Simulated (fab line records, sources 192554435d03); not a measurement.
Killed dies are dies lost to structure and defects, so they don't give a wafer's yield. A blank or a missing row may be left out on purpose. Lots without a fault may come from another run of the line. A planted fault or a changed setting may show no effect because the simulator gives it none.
Problem report in the 8D (eight disciplines) form, filled by code | flow n5_finfet | the parts of the form that need people (team, actions taken, sign-off) are left out

1. THE PROBLEM
trench_depth_nm at N5_BEOL_M9_OCD_MEAS_38 reads a mean of 223.3 nm on 3 wafers of 2 lots; wafers without a fault read 151.1 nm with a standard deviation of 2.9. That is +25 standard deviations from the usual mean.
First seen on wafer L397.1, day 11 21:31, on ocd-02. The record holds 26 wafers of 9 lots with a number at this step. Rule for "out", or "out of limits": more than 4 standard deviations from the usual mean. The other wafers with a number count as sound.

2. WHAT IT IS AND WHAT IT IS NOT
question                    | is                     | is not
which readings at this step | trench_depth_nm        | -
which lots                  | L397, L400             | L391, L395, L399, L409, L410, L411, L414
which wafers of those lots  | L397.1, L397.3, L400.3 | L397.2, L400.6
read on which gauges        | ocd-02                 | ocd-01
when                        | from day 11 21:31      | up to then (7 sound wafers); but 16 sound wafers of L399, L400, L409, L410, L411, L414 came after

3. SUSPECTS, AND WHAT RULES EACH OUT
Counting: a tool at a process step up to the reading stays a suspect if it ran every lot that is out. Sound lots after the first of them don't rule it out here, since some wafers of a struck lot are sound.
- the gauge at N5_BEOL_M9_OCD_MEAS_38: ruled out. All the wafers that are out were read on ocd-02, but those of them that N5_BEOL_M9_THK_MEAS_53 has rows for are out there too, on other tools.
- rie_diel-03 at N5_BEOL_M9_ETCH_62 (etches SOC in N2/H2, target depth 110 nm, overetch 22 nm, time 165 s): kept. It ran every lot that is out, first L397 (day 11 19:37).
- rie_diel-05 at N5_BEOL_M9_ETCH_65 (etches SiARC in CF4, target depth 15.6 nm, time 26 s): kept. It ran every lot that is out, first L397 (day 11 21:07); its last sound lot up to then is L395 (day 10 20:35).
- rie_diel-05 at N5_BEOL_M9_TRENCH_ETCH_37 (etches SiCOH lowk in C4F6/O2, target depth 151.43 nm, time 49 s): kept. It ran every lot that is out, first L397 (day 11 21:21); its last sound lot up to then is L395 (day 10 20:49).
- Within rie_diel-05 at N5_BEOL_M9_ETCH_65: the wafers that are out ran in chambers 0, 1; their sound lot-mates ran in chamber 2.
- Within rie_diel-05 at N5_BEOL_M9_TRENCH_ETCH_37: the wafers that are out ran in chambers 0, 1; their sound lot-mates ran in chamber 2.
Left after counting: rie_diel-03 at N5_BEOL_M9_ETCH_62, rie_diel-05 at N5_BEOL_M9_ETCH_65, rie_diel-05 at N5_BEOL_M9_TRENCH_ETCH_37.

4. THE CAUSE (what the simulator had put in)
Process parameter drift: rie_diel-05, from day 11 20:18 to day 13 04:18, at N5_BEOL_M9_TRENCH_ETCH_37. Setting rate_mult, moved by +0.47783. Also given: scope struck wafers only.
Counting left 3 suspects, and this tool is among them.

5. THE CHAIN OF EFFECTS, in route order
Each row: a reading whose mean over the struck wafers that have a number lies more than 3 standard deviations from the usual. Only readings for which the record gives a usual standard deviation are gone through. hours: the time from each lot's start at the first step in this table that gives one to its start at this step, as a median over the lots. sigmas: the change in usual standard deviations.
hours | step                      | reading         | usual        | on struck wafers | change | sigmas
0     | N5_BEOL_M9_TRENCH_ETCH_37 | oes_product_au  | 0.78 a.u.    | 1.06             | +0.28  | +3.6
0     | N5_BEOL_M9_OCD_MEAS_38    | trench_depth_nm | 151.1 nm     | 223.3            | +72.2  | +25
3     | N5_BEOL_M9_THK_MEAS_53    | M9_THK          | 139 nm       | 211              | +72    | +23
3     | N5_BEOL_M9_RS_MEAS_57     | M9_RS           | 0.151 ohm/sq | 0.096            | -0.055 | -15
The process steps in it:
- N5_BEOL_M9_TRENCH_ETCH_37: etches SiCOH lowk in C4F6/O2, target depth 151.43 nm, time 49 s.
Later measuring or inspecting steps at which every struck wafer that the step has a row for has a number for every such reading, and none has moved that far: N5_BEOL_M9_CD_MEAS_35.

6. WHAT WOULD HAVE CAUGHT IT SOONER
In this record the first reading out of limits at a measuring or inspecting step was taken at day 11 21:31, 1 hour after the fault began at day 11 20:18.
The tool's own readings at N5_BEOL_M9_TRENCH_ETCH_37 were out on some of the struck wafers (oes_product_au): an alarm limit on them would have fired on those.
Of the lots that are out (2), L400 began N5_BEOL_M9_TRENCH_ETCH_37 on rie_diel-05 after day 11 21:31. A hold on the tool at that time would have spared it.
